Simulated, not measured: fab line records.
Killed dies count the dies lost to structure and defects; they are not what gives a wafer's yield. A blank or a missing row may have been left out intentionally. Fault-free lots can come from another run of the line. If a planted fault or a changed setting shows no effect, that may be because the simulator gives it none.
Which tool did it? :: flow nand_harc :: 24 lots with 72 wafers sampled at 5 steps, on a route of 1302 steps

## WHAT THE GAUGES READ, wafer by wafer
NHARC_A_CONTACT_CD_MEAS_69: the cd target is 300 nm.
lot: L075
measured: day 21 23:20
on: cd_sem-01
cd_nm (nm): 299.3 300.6 299.5

lot: L074
measured: day 22 02:53
on: cd_sem-03
cd_nm (nm): 299.4 299.3 299.0

lot: L076
measured: day 22 14:23
on: cd_sem-02
cd_nm (nm): 299.9 299.3 299.3

lot: L077
measured: day 23 00:56
on: cd_sem-03
cd_nm (nm): 299.1 299.8 299.1

lot: L078
measured: day 23 04:52
on: cd_sem-01
cd_nm (nm): 299.5 297.8 299.4

lot: L079
measured: day 23 18:04
on: cd_sem-01
cd_nm (nm): 298.5 299.3 300.2

lot: L080
measured: day 24 00:29
on: cd_sem-01
cd_nm (nm): 300.7 300.6 299.9

lot: L081
measured: day 24 06:05
on: cd_sem-01
cd_nm (nm): 300.0 300.6 299.9

lot: L082
measured: day 25 10:25
on: cd_sem-03
cd_nm (nm): 300.0 300.1 300.1

lot: L083
measured: day 25 17:53
on: cd_sem-03
cd_nm (nm): 297.9 298.4 299.6

lot: L084
measured: day 26 01:46
on: cd_sem-02
cd_nm (nm): 299.7 300.2 299.9

lot: L086
measured: day 26 08:41
on: cd_sem-02
cd_nm (nm): 299.0 300.0 300.0

lot: L085
measured: day 26 09:04
on: cd_sem-03
cd_nm (nm): 299.5 298.9 300.4

lot: L087
measured: day 27 15:06
on: cd_sem-01
cd_nm (nm): 299.1 298.9 300.0

lot: L088
measured: day 27 15:59
on: cd_sem-01
cd_nm (nm): 299.8 299.6 300.0

lot: L089
measured: day 29 02:04
on: cd_sem-01
cd_nm (nm): 299.6 299.6 299.8

lot: L090
measured: day 29 05:20
on: cd_sem-03
cd_nm (nm): 299.1 299.4 299.5

lot: L091
measured: day 29 18:38
on: cd_sem-02
cd_nm (nm): 298.2 299.5 298.7

lot: L094
measured: day 29 22:41
on: cd_sem-03
cd_nm (nm): 300.2 300.2 300.2

lot: L092
measured: day 29 22:50
on: cd_sem-03
cd_nm (nm): 300.2 299.4 298.8

lot: L093
measured: day 30 04:22
on: cd_sem-01
cd_nm (nm): 299.2 299.1 299.6

lot: L096
measured: day 30 20:39
on: cd_sem-03
cd_nm (nm): 300.5 300.2 299.8

lot: L097
measured: day 30 23:05
on: cd_sem-03
cd_nm (nm): 300.1 301.2 300.1

lot: L095
measured: day 31 05:52
on: cd_sem-01
cd_nm (nm): 299.8 300.6 300.0

## WHICH TOOL RAN EACH LOT (tool, then ch and the chambers of the sampled wafers, then the start)
lot: L075
NHARC_A_CONTACT_ETCH_119: har_cap_etch-03 ch 0,1, day 21 14:34
NHARC_A_CONTACT_ETCH_120: har_cap_etch-03 ch 0,1, day 21 14:44
NHARC_A_CONTACT_ETCH_96: rie_diel-02 ch 1,3, day 21 23:20 or earlier
NHARC_A_CONTACT_STRIP_55: rie_diel-02 ch 0,1, day 21 23:20 or earlier

lot: L074
NHARC_A_CONTACT_ETCH_119: har_cap_etch-02 ch 0,1, day 21 20:02
NHARC_A_CONTACT_ETCH_120: har_cap_etch-02 ch 0,1, day 21 20:13
NHARC_A_CONTACT_ETCH_96: rie_diel-03 ch 0,2,3, day 22 02:53 or earlier
NHARC_A_CONTACT_STRIP_55: rie_diel-13 ch 1,3, day 22 02:53 or earlier

lot: L076
NHARC_A_CONTACT_ETCH_119: har_cap_etch-02 ch 0,1, day 22 06:44
NHARC_A_CONTACT_ETCH_120: har_cap_etch-02 ch 0,1, day 22 06:55
NHARC_A_CONTACT_ETCH_96: rie_diel-13 ch 0,2, day 22 08:31
NHARC_A_CONTACT_STRIP_55: rie_diel-13 ch 0,3, day 22 14:23 or earlier

lot: L077
NHARC_A_CONTACT_ETCH_119: har_cap_etch-03 ch 0,1, day 22 17:31
NHARC_A_CONTACT_ETCH_120: har_cap_etch-03 ch 0,1, day 22 17:41
NHARC_A_CONTACT_ETCH_96: rie_diel-03 ch 0,1,2, day 23 00:56 or earlier
NHARC_A_CONTACT_STRIP_55: rie_diel-02 ch 0,1,2, day 23 00:56 or earlier

lot: L078
NHARC_A_CONTACT_ETCH_119: har_cap_etch-01 ch 0,1, day 22 21:46
NHARC_A_CONTACT_ETCH_120: har_cap_etch-01 ch 0,1, day 22 21:56
NHARC_A_CONTACT_ETCH_96: rie_diel-03 ch 1,2,3, day 23 04:52 or earlier
NHARC_A_CONTACT_STRIP_55: rie_diel-02 ch 0,3, day 23 04:52 or earlier

lot: L079
NHARC_A_CONTACT_ETCH_119: har_cap_etch-02 ch 0,1, day 23 08:45
NHARC_A_CONTACT_ETCH_120: har_cap_etch-02 ch 0,1, day 23 08:55
NHARC_A_CONTACT_ETCH_96: rie_diel-03 ch 0,1,2, day 23 18:04 or earlier
NHARC_A_CONTACT_STRIP_55: rie_diel-02 ch 0,1,2, day 23 18:04 or earlier

lot: L080
NHARC_A_CONTACT_ETCH_119: har_cap_etch-01 ch 0,1, day 23 17:01
NHARC_A_CONTACT_ETCH_120: har_cap_etch-01 ch 0,1, day 23 17:11
NHARC_A_CONTACT_ETCH_96: rie_diel-13 ch 0,1,2, day 24 00:29 or earlier
NHARC_A_CONTACT_STRIP_55: rie_diel-02 ch 0,2, day 24 00:29 or earlier

lot: L081
NHARC_A_CONTACT_ETCH_119: har_cap_etch-02 ch 0,1, day 23 22:48
NHARC_A_CONTACT_ETCH_120: har_cap_etch-02 ch 0,1, day 23 22:58
NHARC_A_CONTACT_ETCH_96: rie_diel-02 ch 0,2,3, day 24 06:05 or earlier
NHARC_A_CONTACT_STRIP_55: rie_diel-02 ch 2,3, day 24 06:05 or earlier

lot: L082
NHARC_A_CONTACT_ETCH_119: har_cap_etch-02 ch 0,1, day 25 03:40
NHARC_A_CONTACT_ETCH_120: har_cap_etch-02 ch 0,1, day 25 03:50
NHARC_A_CONTACT_ETCH_96: rie_diel-02 ch 2,3, day 25 10:25 or earlier
NHARC_A_CONTACT_STRIP_55: rie_diel-02 ch 0,1, day 25 10:25 or earlier

lot: L083
NHARC_A_CONTACT_ETCH_119: har_cap_etch-01 ch 0, day 25 09:47
NHARC_A_CONTACT_ETCH_120: har_cap_etch-01 ch 0, day 25 09:57
NHARC_A_CONTACT_ETCH_96: rie_diel-03 ch 0,3, day 25 17:53 or earlier
NHARC_A_CONTACT_STRIP_55: rie_diel-13 ch 0,2,3, day 25 17:53 or earlier

lot: L084
NHARC_A_CONTACT_ETCH_119: har_cap_etch-02 ch 0,1, day 25 18:04
NHARC_A_CONTACT_ETCH_120: har_cap_etch-02 ch 0,1, day 25 18:14
NHARC_A_CONTACT_ETCH_96: rie_diel-13 ch 2,3, day 26 01:46 or earlier
NHARC_A_CONTACT_STRIP_55: rie_diel-03 ch 0,2,3, day 26 01:46 or earlier

lot: L086
NHARC_A_CONTACT_ETCH_119: har_cap_etch-02 ch 0,1, day 26 01:17
NHARC_A_CONTACT_ETCH_120: har_cap_etch-02 ch 0,1, day 26 01:28
NHARC_A_CONTACT_ETCH_96: rie_diel-13 ch 1,2,3, day 26 08:41 or earlier
NHARC_A_CONTACT_STRIP_55: rie_diel-13 ch 0,1,3, day 26 08:41 or earlier

lot: L085
NHARC_A_CONTACT_ETCH_119: har_cap_etch-03 ch 0,1, day 26 01:29
NHARC_A_CONTACT_ETCH_120: har_cap_etch-03 ch 0,1, day 26 01:39
NHARC_A_CONTACT_ETCH_96: rie_diel-02 ch 0,1,3, day 26 09:04 or earlier
NHARC_A_CONTACT_STRIP_55: rie_diel-02 ch 0,3, day 26 09:04 or earlier

lot: L087
NHARC_A_CONTACT_ETCH_119: har_cap_etch-02 ch 0,1, day 27 08:14
NHARC_A_CONTACT_ETCH_120: har_cap_etch-02 ch 0,1, day 27 08:24
NHARC_A_CONTACT_ETCH_96: rie_diel-02 ch 0,1,3, day 27 15:06 or earlier
NHARC_A_CONTACT_STRIP_55: rie_diel-02 ch 1,2,3, day 27 15:06 or earlier

lot: L088
NHARC_A_CONTACT_ETCH_119: har_cap_etch-01 ch 0,1, day 27 08:30
NHARC_A_CONTACT_ETCH_120: har_cap_etch-01 ch 0,1, day 27 08:44
NHARC_A_CONTACT_ETCH_96: rie_diel-03 ch 0,1,2, day 27 15:59 or earlier
NHARC_A_CONTACT_STRIP_55: rie_diel-13 ch 2,3, day 27 15:59 or earlier

lot: L089
NHARC_A_CONTACT_ETCH_119: har_cap_etch-02 ch 0,1, day 28 18:31
NHARC_A_CONTACT_ETCH_120: har_cap_etch-02 ch 0,1, day 28 18:41
NHARC_A_CONTACT_ETCH_96: rie_diel-02 ch 0,3, day 29 02:04 or earlier
NHARC_A_CONTACT_STRIP_55: rie_diel-13 ch 0,1,2, day 29 02:04 or earlier

lot: L090
NHARC_A_CONTACT_ETCH_119: har_cap_etch-01 ch 0, day 28 19:11
NHARC_A_CONTACT_ETCH_120: har_cap_etch-01 ch 0, day 28 19:25
NHARC_A_CONTACT_ETCH_96: rie_diel-02 ch 0,1, day 29 05:20 or earlier
NHARC_A_CONTACT_STRIP_55: rie_diel-03 ch 0,1,2, day 29 05:20 or earlier

lot: L091
NHARC_A_CONTACT_ETCH_119: har_cap_etch-01 ch 0,1, day 29 09:11
NHARC_A_CONTACT_ETCH_120: har_cap_etch-01 ch 0,1, day 29 09:22
NHARC_A_CONTACT_ETCH_96: rie_diel-02 ch 0,3, day 29 18:38 or earlier
NHARC_A_CONTACT_STRIP_55: rie_diel-03 ch 1,2,3, day 29 18:38 or earlier

lot: L094
NHARC_A_CONTACT_ETCH_119: har_cap_etch-03 ch 1, day 29 14:07
NHARC_A_CONTACT_ETCH_120: har_cap_etch-03 ch 1, day 29 14:20
NHARC_A_CONTACT_ETCH_96: rie_diel-02 ch 0,3, day 29 22:41 or earlier
NHARC_A_CONTACT_STRIP_55: rie_diel-02 ch 0,2,3, day 29 22:41 or earlier

lot: L092
NHARC_A_CONTACT_ETCH_119: har_cap_etch-02 ch 0,1, day 29 14:56
NHARC_A_CONTACT_ETCH_120: har_cap_etch-02 ch 0,1, day 29 15:06
NHARC_A_CONTACT_ETCH_96: rie_diel-03 ch 0,1,3, day 29 22:50 or earlier
NHARC_A_CONTACT_STRIP_55: rie_diel-13 ch 1,2,3, day 29 22:50 or earlier

lot: L093
NHARC_A_CONTACT_ETCH_119: har_cap_etch-02 ch 0,1, day 29 21:03
NHARC_A_CONTACT_ETCH_120: har_cap_etch-02 ch 0,1, day 29 21:13
NHARC_A_CONTACT_ETCH_96: rie_diel-02 ch 1,2, day 30 04:22 or earlier
NHARC_A_CONTACT_STRIP_55: rie_diel-03 ch 0,2,3, day 30 04:22 or earlier

lot: L096
NHARC_A_CONTACT_ETCH_119: har_cap_etch-02 ch 1, day 30 13:58
NHARC_A_CONTACT_ETCH_120: har_cap_etch-02 ch 1, day 30 14:08
NHARC_A_CONTACT_ETCH_96: rie_diel-02 ch 0,1,2, day 30 20:39 or earlier
NHARC_A_CONTACT_STRIP_55: rie_diel-02 ch 0,1,2, day 30 20:39 or earlier

lot: L097
NHARC_A_CONTACT_ETCH_119: har_cap_etch-03 ch 0,1, day 30 14:26
NHARC_A_CONTACT_ETCH_120: har_cap_etch-03 ch 0,1, day 30 14:36
NHARC_A_CONTACT_ETCH_96: rie_diel-03 ch 0,2,3, day 30 23:05 or earlier
NHARC_A_CONTACT_STRIP_55: rie_diel-02 ch 0,2,3, day 30 23:05 or earlier

lot: L095
NHARC_A_CONTACT_ETCH_119: har_cap_etch-02 ch 0,1, day 30 18:32
NHARC_A_CONTACT_ETCH_120: har_cap_etch-02 ch 0,1, day 30 18:43
NHARC_A_CONTACT_ETCH_96: rie_diel-02 ch 1,3, day 31 05:52 or earlier
NHARC_A_CONTACT_STRIP_55: rie_diel-03 ch 0,1,3, day 31 05:52 or earlier
- NHARC_A_CONTACT_ETCH_119: etches the open film in C4F8/O2/Ar, time 190 s, target depth 1850 nm.
- NHARC_A_CONTACT_ETCH_120: etches the open film in C4F8/O2/Ar, time 190 s, target depth 1850 nm.
- NHARC_A_CONTACT_ETCH_96: etches the open film in C4F6/O2, target depth 20 nm, time 10 s.
- NHARC_A_CONTACT_STRIP_55: strips in O2.

## AS READ BY THE TOOLS THEMSELVES (means over the sampled wafers that have a number; for cases with no such wafer, the mark the record gives instead)
NHARC_A_CONTACT_ETCH_96.
lot: L075
tool: rie_diel-02
drypump_motor_current_A (A): 5.4
oes_product_au (a.u.): 0.961
rf_vpp_V (V): 549
showerhead_plenum_p_Torr (Torr): 4.04
throttle_valve_pct (%): 26.902

lot: L074
tool: rie_diel-03
drypump_motor_current_A (A): 6.0
oes_product_au (a.u.): 1.007
rf_vpp_V (V): 546
showerhead_plenum_p_Torr (Torr): 3.89
throttle_valve_pct (%): 26.910

lot: L076
tool: rie_diel-13
drypump_motor_current_A (A): 6.4
oes_product_au (a.u.): 0.957
rf_vpp_V (V): 548
showerhead_plenum_p_Torr (Torr): 3.95
throttle_valve_pct (%): 26.900

lot: L077
tool: rie_diel-03
drypump_motor_current_A (A): 6.1
oes_product_au (a.u.): 1.011
rf_vpp_V (V): 547
showerhead_plenum_p_Torr (Torr): 3.92
throttle_valve_pct (%): 26.909

lot: L078
tool: rie_diel-03
drypump_motor_current_A (A): 6.0
oes_product_au (a.u.): 1.001
rf_vpp_V (V): 549
showerhead_plenum_p_Torr (Torr): 4.02
throttle_valve_pct (%): 26.904

lot: L079
tool: rie_diel-03
drypump_motor_current_A (A): 6.1
oes_product_au (a.u.): 0.948
rf_vpp_V (V): 547
showerhead_plenum_p_Torr (Torr): 3.92
throttle_valve_pct (%): 26.902

lot: L080
tool: rie_diel-13
drypump_motor_current_A (A): 6.4
oes_product_au (a.u.): 0.964
rf_vpp_V (V): 548
showerhead_plenum_p_Torr (Torr): 4.02
throttle_valve_pct (%): 26.901

lot: L081
tool: rie_diel-02
drypump_motor_current_A (A): 5.7
oes_product_au (a.u.): 0.995
rf_vpp_V (V): 547
showerhead_plenum_p_Torr (Torr): 3.96
throttle_valve_pct (%): 26.902

lot: L082
tool: rie_diel-02
drypump_motor_current_A (A): 5.8
oes_product_au (a.u.): 0.983
rf_vpp_V (V): 546
showerhead_plenum_p_Torr (Torr): 3.87
throttle_valve_pct (%): 26.914

lot: L083
tool: rie_diel-03
drypump_motor_current_A (A): 6.1
oes_product_au (a.u.): 0.954
rf_vpp_V (V): 547
showerhead_plenum_p_Torr (Torr): 3.90
throttle_valve_pct (%): 26.909

lot: L084
tool: rie_diel-13
drypump_motor_current_A (A): 6.2
oes_product_au (a.u.): 1.005
rf_vpp_V (V): 547
showerhead_plenum_p_Torr (Torr): 3.98
throttle_valve_pct (%): 26.896

lot: L086
tool: rie_diel-13
drypump_motor_current_A (A): 6.2
oes_product_au (a.u.): 0.950
rf_vpp_V (V): 550
showerhead_plenum_p_Torr (Torr): 4.09
throttle_valve_pct (%): 26.897

lot: L085
tool: rie_diel-02
drypump_motor_current_A (A): 5.4
oes_product_au (a.u.): 0.995
rf_vpp_V (V): 549
showerhead_plenum_p_Torr (Torr): 4.00
throttle_valve_pct (%): 26.902

lot: L087
tool: rie_diel-02
drypump_motor_current_A (A): 5.4
oes_product_au (a.u.): 0.947
rf_vpp_V (V): 549
showerhead_plenum_p_Torr (Torr): 4.00
throttle_valve_pct (%): 26.904

lot: L088
tool: rie_diel-03
drypump_motor_current_A (A): 6.1
oes_product_au (a.u.): 0.969
rf_vpp_V (V): 546
showerhead_plenum_p_Torr (Torr): 3.90
throttle_valve_pct (%): 26.906

lot: L089
tool: rie_diel-02
drypump_motor_current_A (A): 5.6
oes_product_au (a.u.): 0.941
rf_vpp_V (V): 549
showerhead_plenum_p_Torr (Torr): 4.04
throttle_valve_pct (%): 26.902

lot: L090
tool: rie_diel-02
drypump_motor_current_A (A): 5.4
oes_product_au (a.u.): 0.992
rf_vpp_V (V): 547
showerhead_plenum_p_Torr (Torr): 3.94
throttle_valve_pct (%): 26.910

lot: L091
tool: rie_diel-02
drypump_motor_current_A (A): 5.5
oes_product_au (a.u.): 0.965
rf_vpp_V (V): 549
showerhead_plenum_p_Torr (Torr): 4.06
throttle_valve_pct (%): 26.901

lot: L094
tool: rie_diel-02
drypump_motor_current_A (A): 5.5
oes_product_au (a.u.): 0.996
rf_vpp_V (V): 550
showerhead_plenum_p_Torr (Torr): 4.06
throttle_valve_pct (%): 26.899

lot: L092
tool: rie_diel-03
drypump_motor_current_A (A): 6.1
oes_product_au (a.u.): 1.004
rf_vpp_V (V): 548
showerhead_plenum_p_Torr (Torr): 4.01
throttle_valve_pct (%): 26.902

lot: L093
tool: rie_diel-02
drypump_motor_current_A (A): 5.4
oes_product_au (a.u.): 0.999
rf_vpp_V (V): 545
showerhead_plenum_p_Torr (Torr): 3.85
throttle_valve_pct (%): 26.909

lot: L096
tool: rie_diel-02
drypump_motor_current_A (A): 5.6
oes_product_au (a.u.): 0.995
rf_vpp_V (V): 547
showerhead_plenum_p_Torr (Torr): 3.89
throttle_valve_pct (%): 26.903

lot: L097
tool: rie_diel-03
drypump_motor_current_A (A): 6.0
oes_product_au (a.u.): 0.962
rf_vpp_V (V): 546
showerhead_plenum_p_Torr (Torr): 3.84
throttle_valve_pct (%): 26.907

lot: L095
tool: rie_diel-02
drypump_motor_current_A (A): 5.4
oes_product_au (a.u.): 1.000
rf_vpp_V (V): 548
showerhead_plenum_p_Torr (Torr): 4.02
throttle_valve_pct (%): 26.906

NHARC_A_CONTACT_STRIP_55.
lot: L075
tool: rie_diel-02
drypump_motor_current_A (A): 5.4
oes_product_au (a.u.): 1.002
rf_vpp_V (V): 58.2
showerhead_plenum_p_Torr (Torr): 3.59
throttle_valve_pct (%): 17.037

lot: L074
tool: rie_diel-13
drypump_motor_current_A (A): 6.1
oes_product_au (a.u.): 0.988
rf_vpp_V (V): 57.8
showerhead_plenum_p_Torr (Torr): 3.62
throttle_valve_pct (%): 17.041

lot: L076
tool: rie_diel-13
drypump_motor_current_A (A): 5.8
oes_product_au (a.u.): 1.004
rf_vpp_V (V): 58.3
showerhead_plenum_p_Torr (Torr): 3.38
throttle_valve_pct (%): 17.041

lot: L077
tool: rie_diel-02
drypump_motor_current_A (A): 5.5
oes_product_au (a.u.): 0.997
rf_vpp_V (V): 57.7
showerhead_plenum_p_Torr (Torr): 3.51
throttle_valve_pct (%): 17.046

lot: L078
tool: rie_diel-02
drypump_motor_current_A (A): 5.5
oes_product_au (a.u.): 1.008
rf_vpp_V (V): 57.6
showerhead_plenum_p_Torr (Torr): 3.66
throttle_valve_pct (%): 17.027

lot: L079
tool: rie_diel-02
drypump_motor_current_A (A): 5.5
oes_product_au (a.u.): 1.004
rf_vpp_V (V): 57.3
showerhead_plenum_p_Torr (Torr): 3.51
throttle_valve_pct (%): 17.038

lot: L080
tool: rie_diel-02
drypump_motor_current_A (A): 5.8
oes_product_au (a.u.): 0.996
rf_vpp_V (V): 57.1
showerhead_plenum_p_Torr (Torr): 3.46
throttle_valve_pct (%): 17.034

lot: L081
tool: rie_diel-02
drypump_motor_current_A (A): 5.8
oes_product_au (a.u.): 1.002
rf_vpp_V (V): 57.8
showerhead_plenum_p_Torr (Torr): 3.48
throttle_valve_pct (%): 17.028

lot: L082
tool: rie_diel-02
drypump_motor_current_A (A): 5.3
oes_product_au (a.u.): 0.993
rf_vpp_V (V): 58.2
showerhead_plenum_p_Torr (Torr): 3.55
throttle_valve_pct (%): 17.033

lot: L083
tool: rie_diel-13
drypump_motor_current_A (A): 6.1
oes_product_au (a.u.): 1.013
rf_vpp_V (V): 57.8
showerhead_plenum_p_Torr (Torr): 3.62
throttle_valve_pct (%): 17.038

lot: L084
tool: rie_diel-03
drypump_motor_current_A (A): 6.0
oes_product_au (a.u.): 0.999
rf_vpp_V (V): 57.9
showerhead_plenum_p_Torr (Torr): 3.48
throttle_valve_pct (%): 17.024

lot: L086
tool: rie_diel-13
drypump_motor_current_A (A): 6.1
oes_product_au (a.u.): 1.002
rf_vpp_V (V): 58.1
showerhead_plenum_p_Torr (Torr): 3.71
throttle_valve_pct (%): 17.030

lot: L085
tool: rie_diel-02
drypump_motor_current_A (A): 5.5
oes_product_au (a.u.): 0.991
rf_vpp_V (V): 57.2
showerhead_plenum_p_Torr (Torr): 3.66
throttle_valve_pct (%): 17.040

lot: L087
tool: rie_diel-02
drypump_motor_current_A (A): 5.6
oes_product_au (a.u.): 0.998
rf_vpp_V (V): 57.7
showerhead_plenum_p_Torr (Torr): 3.52
throttle_valve_pct (%): 17.036

lot: L088
tool: rie_diel-13
drypump_motor_current_A (A): 5.9
oes_product_au (a.u.): 0.994
rf_vpp_V (V): 58.1
showerhead_plenum_p_Torr (Torr): 3.68
throttle_valve_pct (%): 17.037

lot: L089
tool: rie_diel-13
drypump_motor_current_A (A): 6.4
oes_product_au (a.u.): 1.005
rf_vpp_V (V): 57.2
showerhead_plenum_p_Torr (Torr): 3.60
throttle_valve_pct (%): 17.030

lot: L090
tool: rie_diel-03
drypump_motor_current_A (A): 6.1
oes_product_au (a.u.): 0.989
rf_vpp_V (V): 58.2
showerhead_plenum_p_Torr (Torr): 3.50
throttle_valve_pct (%): 17.032

lot: L091
tool: rie_diel-03
drypump_motor_current_A (A): 6.0
oes_product_au (a.u.): 0.984
rf_vpp_V (V): 57.6
showerhead_plenum_p_Torr (Torr): 3.58
throttle_valve_pct (%): 17.047

lot: L094
tool: rie_diel-02
drypump_motor_current_A (A): 5.7
oes_product_au (a.u.): 0.977
rf_vpp_V (V): 57.3
showerhead_plenum_p_Torr (Torr): 3.55
throttle_valve_pct (%): 17.026

lot: L092
tool: rie_diel-13
drypump_motor_current_A (A): 6.2
oes_product_au (a.u.): 0.994
rf_vpp_V (V): 59.0
showerhead_plenum_p_Torr (Torr): 3.66
throttle_valve_pct (%): 17.035

lot: L093
tool: rie_diel-03
drypump_motor_current_A (A): 6.0
oes_product_au (a.u.): 1.008
rf_vpp_V (V): 57.3
showerhead_plenum_p_Torr (Torr): 3.46
throttle_valve_pct (%): 17.046

lot: L096
tool: rie_diel-02
drypump_motor_current_A (A): 5.5
oes_product_au (a.u.): 0.985
rf_vpp_V (V): 57.8
showerhead_plenum_p_Torr (Torr): 3.49
throttle_valve_pct (%): 17.033

lot: L097
tool: rie_diel-02
drypump_motor_current_A (A): 5.6
oes_product_au (a.u.): 0.984
rf_vpp_V (V): 58.1
showerhead_plenum_p_Torr (Torr): 3.55
throttle_valve_pct (%): 17.036

lot: L095
tool: rie_diel-03
drypump_motor_current_A (A): 6.1
oes_product_au (a.u.): 1.005
rf_vpp_V (V): 57.6
showerhead_plenum_p_Torr (Torr): 3.60
throttle_valve_pct (%): 17.031

## THE ANSWER, worked out from the rows above alone
Rule: the lots themselves supply what counts as usual. Put in order of their means at a reading, lots are off if they are a third of the lots or fewer, leave a main group of 4 or more, and stand apart from it by a gap of 3 or more times the standard deviation of the main group's means; of several such gaps the widest counts. A main group whose means are all the same, to the digits that the tables above print for the reading, isn't used. A lot without any number at a reading at which 4 lots or more have one is off too. Any other lot the step has rows for is counted as sound. The gauges are gone through in route order, then the tools' own readings, and for those a lot's mean is taken as printed above. At the first step where some lot is off, the reading lying furthest off is the one used; lots without a number count as furthest.
No lot is off on any of the readings shown, so nothing can be concluded from this.

## WHAT HAD BEEN PUT IN BY THE SIMULATOR
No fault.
